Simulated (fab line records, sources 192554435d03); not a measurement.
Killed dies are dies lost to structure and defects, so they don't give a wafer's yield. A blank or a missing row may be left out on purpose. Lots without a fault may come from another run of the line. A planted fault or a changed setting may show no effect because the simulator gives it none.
Chamber matching | flow n5_finfet | N5_BEOL_M0_SAQP_ETCH_49 on rie_diel-05: 4 sister chambers
The step etches SiO2 in CF4/O2, target depth 37 nm. 16 wafers are shown with their chamber, then 8 later ones without.

WAFERS WITH THEIR CHAMBER
wafer  | chamber | showerhead_plenum_p_Torr (Torr) | drypump_motor_current_A (A) | throttle_valve_pct (%)
L074.1 | 1       | 2.29                            | 5.8                         | 15.87
L074.2 | 0       | 2.23                            | 5.2                         | 15.97
L074.3 | 2       | 2.28                            | 5.7                         | 16.06
L074.4 | 3       | 2.33                            | 5.7                         | 15.75
L074.5 | 3       | 2.33                            | 5.8                         | 15.73
L074.6 | 0       | 2.23                            | 5.2                         | 15.96
L075.3 | 0       | 2.23                            | 5.2                         | 15.97
L075.5 | 2       | 2.28                            | 5.7                         | 16.07
L075.6 | 1       | 2.29                            | 5.8                         | 15.89
L079.3 | 2       | 2.28                            | 5.7                         | 16.09
L079.4 | 1       | 2.29                            | 5.8                         | 15.90
L079.6 | 3       | 2.32                            | 5.7                         | 15.74
L082.1 | 3       | 2.32                            | 5.7                         | 15.77
L082.2 | 1       | 2.29                            | 5.8                         | 15.93
L082.3 | 0       | 2.23                            | 5.2                         | 15.98
L082.4 | 2       | 2.28                            | 5.7                         | 16.09

SIGNATURES (means of the wafers above)
reading                  | chamber 0 | chamber 1 | chamber 2 | chamber 3 | scatter within a chamber
showerhead_plenum_p_Torr | 2.2300    | 2.2900    | 2.2800    | 2.3250    | 0.00289
drypump_motor_current_A  | 5.200     | 5.800     | 5.700     | 5.725     | 0.025
throttle_valve_pct       | 15.9700   | 15.8975   | 16.0775   | 15.7475   | 0.0174
Rule: a wafer's distance from a chamber is the root of the sum, over the readings, of the square of ((its reading less the chamber's mean) divided by the reading's scatter). The wafer belongs to the nearest chamber; if the next one is less than 2 further off, it can't be placed. The scatter: the root of (the sum of the squares of (reading less its chamber's mean) over the shown wafers, divided by (wafers less chambers)).

WAFERS WITHOUT THEIR CHAMBER
wafer  | showerhead_plenum_p_Torr (Torr) | drypump_motor_current_A (A) | throttle_valve_pct (%)
L082.5 | 2.23                            | 5.2                         | 15.99
L082.6 | 2.32                            | 5.7                         | 15.75
L083.1 | 2.23                            | 5.2                         | 15.99
L083.3 | 2.27                            | 5.7                         | 16.11
L083.6 | 2.27                            | 5.7                         | 16.12
L089.3 | 2.28                            | 5.8                         | 15.95
L089.5 | 2.27                            | 5.7                         | 16.11
L089.6 | 2.28                            | 5.8                         | 15.93

WHICH CHAMBER EACH WENT THROUGH
wafer  | from the rows above | in truth
L082.5 | 0                   | 0
L082.6 | 3                   | 3
L083.1 | 0                   | 0
L083.3 | 2                   | 2
L083.6 | 2                   | 2
L089.3 | 1                   | 1
L089.5 | 2                   | 2
L089.6 | 1                   | 1
Placed correctly: 8 of 8. Can't be placed from these rows: 0. Placed wrongly: 0.
